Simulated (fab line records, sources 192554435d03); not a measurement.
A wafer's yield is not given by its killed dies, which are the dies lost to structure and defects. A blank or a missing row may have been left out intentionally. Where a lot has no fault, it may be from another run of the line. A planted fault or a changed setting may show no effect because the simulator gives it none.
Which tool was responsible? ; flow n5Finfet ; Sampling: 23 lots, 69 wafers, 6 of 1938 route steps

== WHAT THE GAUGES SHOWED, per wafer ==
Not one reading of a measure or inspect step in the record can be checked against a usual standard deviation.

== EACH LOT AND THE TOOL THAT RAN IT (in order: tool; ch and the chambers of the sampled wafers; start) ==
lot;N5_BEOL_M7_SURFACE_TREAT_79;N5_BEOL_M8_HM_DEP_02;N5_BEOL_M8_ETCH_61;N5_BEOL_M8_ETCH_65;N5_BEOL_M8_VIA_ETCH_34;N5_BEOL_M8_PRE_CLEAN_45
L075;pvdSputter-01, day 9 22:28;pvdSputter-01, day 10 02:33;rieDiel-02 ch 0,1,3, day 10 03:43;rieDiel-04 ch 0,2,3, day 10 07:10;rieDiel-04 ch 0,2,3, day 10 07:17;pvdSputter-03, day 10 08:19
L074;pvdSputter-01, day 9 23:34;pvdSputter-03, day 10 02:53;rieDiel-02 ch 0,1,3, day 10 03:59;rieDiel-02 ch 0,1, day 10 06:47;rieDiel-02 ch 0,1, day 10 06:55;pvdSputter-03, day 10 08:05
L076;pvdSputter-01, day 10 07:03;pvdSputter-03, day 10 09:02;rieDiel-04 ch 0,2,3, day 10 10:44;rieDiel-04 ch 0,2,3, day 10 13:29;rieDiel-04 ch 0,2,3, day 10 13:37;pvdSputter-01, day 10 15:20
L079;pvdSputter-01, day 10 15:15;pvdSputter-02, day 10 17:49;rieDiel-01 ch 1,2,3, day 10 18:49;rieDiel-04 ch 0,2, day 10 19:54;rieDiel-04 ch 0,2, day 10 20:02;pvdSputter-01, day 10 20:50
L077;pvdSputter-01, day 11 00:43;pvdSputter-03, day 11 07:21;rieDiel-01 ch 0,2, day 11 08:08;rieDiel-01 ch 0,2, day 11 14:04;rieDiel-01 ch 0,2, day 11 14:12;pvdSputter-02, day 11 15:08
L078;pvdSputter-03, day 11 04:03;pvdSputter-02, day 11 07:39;rieDiel-02 ch 0,1,3, day 11 08:20;rieDiel-04 ch 0,1,2, day 11 14:19;rieDiel-04 ch 0,1,2, day 11 14:26;pvdSputter-02, day 11 15:34
L081;pvdSputter-03, day 11 14:39;pvdSputter-01, day 11 18:20;rieDiel-01 ch 0,1,2, day 11 19:17;rieDiel-04 ch 1,2,3, day 11 21:02;rieDiel-04 ch 1,2,3, day 11 21:10;pvdSputter-03, day 11 22:16
L080;pvdSputter-03, day 11 23:17;pvdSputter-02, day 12 03:37;rieDiel-01 ch 0,2,3, day 12 04:14;rieDiel-04 ch 0,2,3, day 12 05:32;rieDiel-04 ch 0,2,3, day 12 05:40;pvdSputter-02, day 12 06:34
L082;pvdSputter-02, day 12 00:39;pvdSputter-02, day 12 05:44;rieDiel-01 ch 0,3, day 12 06:14;rieDiel-02 ch 0,1, day 12 08:02;rieDiel-02 ch 0,1, day 12 08:10;pvdSputter-02, day 12 09:05
L083;pvdSputter-02, day 12 02:38;pvdSputter-02, day 12 05:59;rieDiel-02 ch 0,1, day 12 06:37;rieDiel-01 ch 1,2,3, day 12 08:10;rieDiel-01 ch 1,2,3, day 12 08:17;pvdSputter-02, day 12 09:23
L084;pvdSputter-02, day 12 06:51;pvdSputter-02, day 12 09:13;rieDiel-01 ch 0,1,2, day 12 09:42;rieDiel-02 ch 0,1, day 12 11:11;rieDiel-02 ch 0,1, day 12 11:19;pvdSputter-03, day 12 12:23
L085;pvdSputter-01, day 12 08:13;pvdSputter-02, day 12 12:03;rieDiel-02 ch 1,3, day 12 12:52;rieDiel-01 ch 2,3, day 12 17:22;rieDiel-01 ch 2,3, day 12 17:30;pvdSputter-01, day 12 18:29
L086;pvdSputter-01, day 13 06:30;pvdSputter-02, day 13 09:06;rieDiel-04 ch 0,2,3, day 13 09:44;rieDiel-02 ch 0,1, day 13 11:31;rieDiel-02 ch 0,1, day 13 11:38;pvdSputter-02, day 13 12:28
L087;pvdSputter-03, day 13 13:22;pvdSputter-03, day 13 15:52;rieDiel-01 ch 2,3, day 13 16:29;rieDiel-04 ch 0,3, day 13 18:20;rieDiel-04 ch 0,3, day 13 18:28;pvdSputter-03, day 13 19:33
L089;pvdSputter-03, day 13 14:53;pvdSputter-03, day 13 16:55;rieDiel-04 ch 0,1,3, day 13 17:33;rieDiel-01 ch 0,2,3, day 14 00:10;rieDiel-01 ch 0,2,3, day 14 00:18;pvdSputter-03, day 14 01:13
L090;pvdSputter-01, day 13 15:20;pvdSputter-01, day 13 17:55;rieDiel-01 ch 0,2,3, day 13 18:33;rieDiel-04 ch 2,3, day 14 00:16;rieDiel-04 ch 2,3, day 14 00:28;pvdSputter-01, day 14 01:41
L088;pvdSputter-01, day 13 17:32;pvdSputter-01, day 13 19:53;rieDiel-02 ch 0,2,3, day 13 20:31;rieDiel-02 ch 2,3, day 14 00:28;rieDiel-02 ch 2,3, day 14 00:36;pvdSputter-03, day 14 01:44
L092;pvdSputter-03, day 14 01:35;pvdSputter-01, day 14 03:55;rieDiel-01 ch 0,2,3, day 14 04:40;rieDiel-01 ch 1,2,3, day 14 08:23;rieDiel-01 ch 1,2,3, day 14 08:31;pvdSputter-02, day 14 09:22
L091;pvdSputter-01, day 14 02:03;pvdSputter-02, day 14 04:39;rieDiel-01 ch 1,2, day 14 05:09;rieDiel-01 ch 0,1,2, day 14 09:05;rieDiel-01 ch 0,1,2, day 14 09:13;pvdSputter-02, day 14 10:02
L093;pvdSputter-02, day 14 17:37;pvdSputter-01, day 14 19:58;rieDiel-01 ch 0,1,3, day 14 20:35;rieDiel-02 ch 1,3, day 14 21:44;rieDiel-02 ch 1,3, day 14 21:52;pvdSputter-01, day 14 22:45
L094;pvdSputter-01, day 14 20:04;pvdSputter-01, day 14 23:15;rieDiel-02 ch 0,1,2, day 14 23:45;rieDiel-02 ch 2,3, day 15 02:55;rieDiel-02 ch 2,3, day 15 03:03;pvdSputter-02, day 15 03:53
L096;pvdSputter-01, day 15 23:03;pvdSputter-01, day 16 02:39;rieDiel-01 ch 0,1,2, day 16 03:19;rieDiel-01 ch 0,3, day 16 05:19;rieDiel-01 ch 0,3, day 16 05:26;pvdSputter-03, day 16 06:26
L097;pvdSputter-02, day 17 04:14;pvdSputter-03, day 17 07:55;rieDiel-04 ch 0,1,3, day 17 08:44;rieDiel-04 ch 0,1,3, day 17 10:50;rieDiel-04 ch 0,1,3, day 17 10:58;pvdSputter-03, day 17 12:11
- N5_BEOL_M7_SURFACE_TREAT_79
- N5_BEOL_M8_HM_DEP_02: deposits TiN, target thk 20 nm.
- N5_BEOL_M8_ETCH_61: etches SiARC in CF4, target depth 45.5 nm, time 75.8 s.
- N5_BEOL_M8_ETCH_65: etches SiARC in CF4, target depth 15.6 nm, time 26 s.
- N5_BEOL_M8_VIA_ETCH_34: etches SiCOH lowk in C4F6/O2, target depth 125.5 nm, time 50.5 s.
- N5_BEOL_M8_PRE_CLEAN_45: time 30 s.

== AS READ BY THE TOOLS THEMSELVES (means over the sampled wafers that have a number; for cases with no such wafer, the mark the record gives instead) ==
N5_BEOL_M8_HM_DEP_02. Usual: susceptorTempC 25.03 C, standard deviation 0.11; throttleValvePct 30.1 %, standard deviation 1.
lot;tool;susceptorTempC (C);throttleValvePct (%);flag
L075;pvdSputter-01;25.04;30.0;
L074;pvdSputter-03;24.94;30.0;
L076;pvdSputter-03;25.08;30.2;
L079;pvdSputter-02;25.13;29.3;
L077;pvdSputter-03;25.14;30.0;
L078;pvdSputter-02;24.99;29.4;
L081;pvdSputter-01;24.96;31.4;
L080;pvdSputter-02;25.11;29.2;
L082;pvdSputter-02;25.06;29.6;
L083;pvdSputter-02;25.10;29.7;
L084;pvdSputter-02;25.08;29.6;
L085;pvdSputter-02;25.14;29.7;
L086;pvdSputter-02;25.20;28.9;
L087;pvdSputter-03;24.99;30.5;
L089;pvdSputter-03;25.01;30.3;
L090;pvdSputter-01;25.00;30.7;
L088;pvdSputter-01;25.00;30.9;
L092;pvdSputter-01;24.95;31.3;
L091;pvdSputter-02;24.97;28.7;
L093;pvdSputter-01;25.02;30.4;
L094;pvdSputter-01;25.03;30.8;
L096;pvdSputter-01;24.95;31.3;
L097;pvdSputter-03;25.06;30.9;

N5_BEOL_M8_ETCH_61. Usual: drypumpMotorCurrentA 5.5 A, standard deviation 0.52; etchRfOnTimeS 75.9 s, standard deviation 1.8; oesProductAu 0.68 a.u., standard deviation 0.073; rfVppV 184.4 V, standard deviation 1.2; showerheadPlenumPTorr 2.17 Torr, standard deviation 0.074; throttleValvePct 15.53 %, standard deviation 0.17.
lot;tool;drypumpMotorCurrentA (A);etchRfOnTimeS (s);oesProductAu (a.u.);rfVppV (V);showerheadPlenumPTorr (Torr);throttleValvePct (%);flag
L075;rieDiel-02;5.6;75.1;0.63;183.6;2.14;15.57;
L074;rieDiel-02;5.6;75.2;0.62;183.9;2.14;15.58;
L076;rieDiel-04;5.8;75.5;0.70;184.9;2.16;15.45;
L079;rieDiel-01;5.5;75.0;0.75;184.5;2.21;15.39;
L077;rieDiel-01;5.4;77.8;0.64;183.3;2.17;15.64;
L078;rieDiel-02;5.5;75.1;0.70;183.9;2.14;15.44;
L081;rieDiel-01;5.5;76.8;0.69;184.5;2.16;15.54;
L080;rieDiel-01;5.4;77.1;0.66;185.3;2.21;15.53;
L082;rieDiel-01;4.9;76.6;0.66;184.3;2.21;15.50;
L083;rieDiel-02;5.5;74.6;0.63;183.7;2.08;15.59;
L084;rieDiel-01;5.5;76.8;0.69;183.2;2.16;15.56;
L085;rieDiel-02;5.6;73.9;0.69;183.4;2.11;15.43;
L086;rieDiel-04;5.8;75.4;0.67;184.0;2.15;15.53;
L087;rieDiel-01;5.4;75.8;0.69;186.3;2.25;15.43;
L089;rieDiel-04;6.0;77.0;0.64;184.8;2.19;15.64;
L090;rieDiel-01;5.4;77.1;0.66;185.4;2.20;15.55;
L088;rieDiel-02;5.6;73.3;0.73;184.8;2.20;15.46;
L092;rieDiel-01;5.4;76.2;0.65;184.9;2.20;15.56;
L091;rieDiel-01;6.0;76.3;0.71;185.2;2.21;15.50;
L093;rieDiel-01;5.0;76.7;0.67;184.4;2.15;15.55;
L094;rieDiel-02;5.6;75.1;0.67;183.5;2.15;15.62;
L096;rieDiel-01;5.5;77.2;0.66;184.2;2.15;15.62;
L097;rieDiel-04;6.0;77.4;0.68;184.2;2.18;15.52;

N5_BEOL_M8_ETCH_65. Usual: drypumpMotorCurrentA 5.6 A, standard deviation 0.4; etchRfOnTimeS 25.9 s, standard deviation 0.55; oesProductAu 0.68 a.u., standard deviation 0.071; rfVppV 184.1 V, standard deviation 1.3; showerheadPlenumPTorr 2.16 Torr, standard deviation 0.073; throttleValvePct 15.53 %, standard deviation 0.17.
lot;tool;drypumpMotorCurrentA (A);etchRfOnTimeS (s);oesProductAu (a.u.);rfVppV (V);showerheadPlenumPTorr (Torr);throttleValvePct (%);flag
L075;rieDiel-04;5.8;25.9;0.70;184.6;2.16;15.45;
L074;rieDiel-02;5.6;25.8;0.65;183.1;2.09;15.54;
L076;rieDiel-04;5.8;25.8;0.69;183.4;2.16;15.46;
L079;rieDiel-04;5.8;26.1;0.73;183.9;2.20;15.40;
L077;rieDiel-01;5.4;26.7;0.64;184.4;2.17;15.66;
L078;rieDiel-04;5.9;26.2;0.68;183.9;2.18;15.57;
L081;rieDiel-04;6.0;26.1;0.63;184.3;2.14;15.67;
L080;rieDiel-04;5.7;26.1;0.67;183.4;2.15;15.50;
L082;rieDiel-02;5.5;25.6;0.63;183.3;2.08;15.60;
L083;rieDiel-01;5.5;26.0;0.73;183.3;2.20;15.43;
L084;rieDiel-02;5.4;25.4;0.62;183.4;2.11;15.63;
L085;rieDiel-01;5.4;26.0;0.70;185.2;2.25;15.41;
L086;rieDiel-02;5.4;25.8;0.61;184.6;2.10;15.65;
L087;rieDiel-04;5.8;25.8;0.65;184.6;2.17;15.55;
L089;rieDiel-01;5.4;26.1;0.66;184.3;2.20;15.56;
L090;rieDiel-04;5.8;26.2;0.64;183.3;2.10;15.58;
L088;rieDiel-02;5.7;24.9;0.78;185.4;2.22;15.30;
L092;rieDiel-01;5.5;25.8;0.72;185.0;2.20;15.46;
L091;rieDiel-01;5.5;26.2;0.68;183.8;2.15;15.59;
L093;rieDiel-02;5.6;25.4;0.68;183.1;2.10;15.46;
L094;rieDiel-02;5.7;25.1;0.77;184.4;2.22;15.31;
L096;rieDiel-01;4.9;26.9;0.60;185.4;2.15;15.67;
L097;rieDiel-04;6.0;26.3;0.68;185.0;2.18;15.52;

N5_BEOL_M8_VIA_ETCH_34. Usual: drypumpMotorCurrentA 5.6 A, standard deviation 0.4; oes_o_777_au 0.79 a.u., standard deviation 0.078; oesProductAu 0.79 a.u., standard deviation 0.083; rfVppV 664 V, standard deviation 11; showerheadPlenumPTorr 2.87 Torr, standard deviation 0.094; throttleValvePct 20.82 %, standard deviation 0.17.
lot;tool;drypumpMotorCurrentA (A);oes_o_777_au (a.u.);oesProductAu (a.u.);rfVppV (V);showerheadPlenumPTorr (Torr);throttleValvePct (%);flag
L075;rieDiel-04;5.8;0.81;0.81;664;2.88;20.75;
L074;rieDiel-02;5.6;0.76;0.76;662;2.78;20.86;
L076;rieDiel-04;5.8;0.80;0.81;664;2.88;20.77;
L079;rieDiel-04;5.7;0.85;0.86;670;2.92;20.64;
L077;rieDiel-01;5.4;0.74;0.75;679;2.89;20.99;
L078;rieDiel-04;6.0;0.79;0.79;658;2.89;20.83;
L081;rieDiel-04;6.0;0.74;0.73;652;2.84;20.93;
L080;rieDiel-04;5.8;0.79;0.79;664;2.87;20.79;
L082;rieDiel-02;5.6;0.75;0.73;661;2.77;20.90;
L083;rieDiel-01;5.5;0.85;0.85;670;2.93;20.73;
L084;rieDiel-02;5.4;0.72;0.72;658;2.80;20.90;
L085;rieDiel-01;5.4;0.81;0.82;666;2.99;20.70;
L086;rieDiel-02;5.4;0.72;0.72;657;2.80;20.91;
L087;rieDiel-04;5.8;0.74;0.75;666;2.88;20.83;
L089;rieDiel-01;5.4;0.77;0.77;673;2.93;20.86;
L090;rieDiel-04;5.8;0.75;0.75;655;2.79;20.91;
L088;rieDiel-02;5.8;0.91;0.92;662;2.96;20.64;
L092;rieDiel-01;5.5;0.82;0.83;671;2.92;20.73;
L091;rieDiel-01;5.5;0.79;0.80;677;2.87;20.88;
L093;rieDiel-02;5.6;0.80;0.78;664;2.79;20.78;
L094;rieDiel-02;5.8;0.89;0.89;661;2.95;20.65;
L096;rieDiel-01;4.9;0.71;0.71;671;2.86;20.95;
L097;rieDiel-04;6.0;0.79;0.79;661;2.89;20.78;

N5_BEOL_M8_PRE_CLEAN_45. Usual: heaterPowerW 340 W, standard deviation 37; susceptorTempC 250.02 C, standard deviation 0.18.
lot;tool;heaterPowerW (W);susceptorTempC (C);flag
L075;pvdSputter-03;335;250.13;
L074;pvdSputter-03;317;249.96;
L076;pvdSputter-01;343;250.06;
L079;pvdSputter-01;362;249.99;
L077;pvdSputter-02;331;250.07;
L078;pvdSputter-02;305;250.13;
L081;pvdSputter-03;317;250.01;
L080;pvdSputter-02;329;250.06;
L082;pvdSputter-02;300;249.93;
L083;pvdSputter-02;345;250.12;
L084;pvdSputter-03;337;250.14;
L085;pvdSputter-01;369;250.00;
L086;pvdSputter-02;349;250.04;
L087;pvdSputter-03;335;250.04;
L089;pvdSputter-03;335;249.94;
L090;pvdSputter-01;368;250.03;
L088;pvdSputter-03;335;250.21;
L092;pvdSputter-02;325;249.59;
L091;pvdSputter-02;369;249.91;
L093;pvdSputter-01;369;249.85;
L094;pvdSputter-02;326;250.05;
L096;pvdSputter-03;313;250.04;
L097;pvdSputter-03;317;250.02;

== THE ANSWER, worked out from the rows above alone ==
Rule: a lot counts as off when the mean over its wafers that have a number is more than 3 standard deviations away from the usual mean. A lot without any number at a reading at which 4 lots or more have one is off too. Any other lot the step has rows for is counted as sound. After the gauges, taken in route order, come the tools' own readings; for these a lot's mean is taken, as printed above. The first step at which some lot is off is used, and at that step the reading that is off furthest; a lot without a number counts as furthest.
No lot is off at any reading shown: from this, nothing can be told.

== WHAT THE SIMULATOR PUT IN ==
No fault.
